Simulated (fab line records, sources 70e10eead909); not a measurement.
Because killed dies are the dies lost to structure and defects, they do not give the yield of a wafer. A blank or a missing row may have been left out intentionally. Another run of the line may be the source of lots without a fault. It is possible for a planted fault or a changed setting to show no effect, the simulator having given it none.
Code-filled problem report in 8D (eight disciplines) form || flow nand_harc || the parts of the form that need people (team, actions taken, sign-off) are left out

## 1. WHAT WENT WRONG
Mean of tube_center_temp_C at NHARC_A_CHANNEL_FILL_D2_ANNEAL_22: 605 C across 9 wafers in 3 lots; on wafers with no fault it is 620 C (standard deviation 0.06). That is -99 or more standard deviations from the usual mean.
The step: time 7200 s.
Earliest sighting: wafer L907.3 on furnace-03 at day 21 02:24. The record has a number at this step for 36 wafers belonging to 12 lots. Rule for "out" (also "out of limits"): further than 4 standard deviations from the usual mean. The other wafers with a number count as sound.

## 2. WHAT IT IS AND WHAT IT IS NOT
{"question": "which readings at this step", "is": "tube_center_temp_C, spike_tc_bottom_C, spike_tc_centre_C, spike_tc_lower_C, spike_tc_upper_C, tube_center_temp_C_max", "is not": "-"}
{"question": "which lots", "is": "L907, L908, L909", "is not": "L895, L896, L897, L899, L900, L901, L902, L905, L910"}
{"question": "which wafers of those lots", "is": "all that have a number", "is not": "-"}
{"question": "read on which tools", "is": "furnace-03", "is not": "furnace-02, furnace-06"}
{"question": "when", "is": "from day 21 02:24", "is not": "up to then (24 sound wafers); but 3 sound wafers of L910 came after"}

## 3. THE SUSPECTS, EACH WITH WHAT RULES IT OUT
Counting: a tool stays on the suspect list if, at a process step up to the reading, it processed all lots that are out and no sound lot following the first of them.
- furnace-03 at NHARC_A_CHANNEL_FILL_D2_ANNEAL_22 (time 7200 s): kept. It processed each lot that is out, first L907 at day 21 02:24, and no sound lot thereafter; up to then, the last sound lot it processed was L902 at day 18 06:53. Its own readings are out on those wafers: spike_tc_bottom_C, spike_tc_centre_C, spike_tc_lower_C, spike_tc_upper_C, tube_center_temp_C, tube_center_temp_C_max.
Left after counting: furnace-03 at NHARC_A_CHANNEL_FILL_D2_ANNEAL_22.

## 4. THE CAUSE (what the simulator had put in)
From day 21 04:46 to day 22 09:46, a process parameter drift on furnace-03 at NHARC_A_CHANNEL_FILL_D2_ANNEAL_22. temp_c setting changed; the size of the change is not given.
The count eliminated every tool but this one.

## 5. THE CHAIN OF EFFECTS, in route order
Each row: a reading whose mean over the struck wafers that have a number lies more than 3 standard deviations from the usual. Scope: only readings with a usual standard deviation given in the record; hours: median across lots of the time from each lot's start at the first step in this table that gives one to its start at this step; sigmas: change in usual standard deviations.
{"hours": 0, "step": "NHARC_A_CHANNEL_FILL_D2_ANNEAL_22", "reading": "spike_tc_bottom_C", "usual": "643.2 C", "on struck wafers": 627.8, "change": -15.4, "sigmas": -7.7}
{"hours": 0, "step": "NHARC_A_CHANNEL_FILL_D2_ANNEAL_22", "reading": "spike_tc_centre_C", "usual": "620.1 C", "on struck wafers": 605.9, "change": -14.2, "sigmas": -13}
{"hours": 0, "step": "NHARC_A_CHANNEL_FILL_D2_ANNEAL_22", "reading": "spike_tc_lower_C", "usual": "619.3 C", "on struck wafers": 604.1, "change": -15.2, "sigmas": -13}
{"hours": 0, "step": "NHARC_A_CHANNEL_FILL_D2_ANNEAL_22", "reading": "spike_tc_top_C", "usual": "637 C", "on struck wafers": 623, "change": -14, "sigmas": -4.4}
{"hours": 0, "step": "NHARC_A_CHANNEL_FILL_D2_ANNEAL_22", "reading": "spike_tc_upper_C", "usual": "620.2 C", "on struck wafers": 605.3, "change": -14.9, "sigmas": -11}
{"hours": 0, "step": "NHARC_A_CHANNEL_FILL_D2_ANNEAL_22", "reading": "tube_center_temp_C", "usual": "620 C", "on struck wafers": 605, "change": -15, "sigmas": "-99 or more"}
{"hours": 0, "step": "NHARC_A_CHANNEL_FILL_D2_ANNEAL_22", "reading": "tube_center_temp_C_max", "usual": 621.60, "on struck wafers": 607.09, "change": -14.51, "sigmas": -56}
Here are the process steps it includes:
- NHARC_A_CHANNEL_FILL_D2_ANNEAL_22: time 7200 s.
Later steps that measure or inspect, where all struck wafers having a row at the step show a number for every such reading and not one has moved that far: NHARC_END_SORT_01.

## 6. WHAT WOULD HAVE CAUGHT IT SOONER
In this record the first reading out of limits was taken at day 21 02:24.
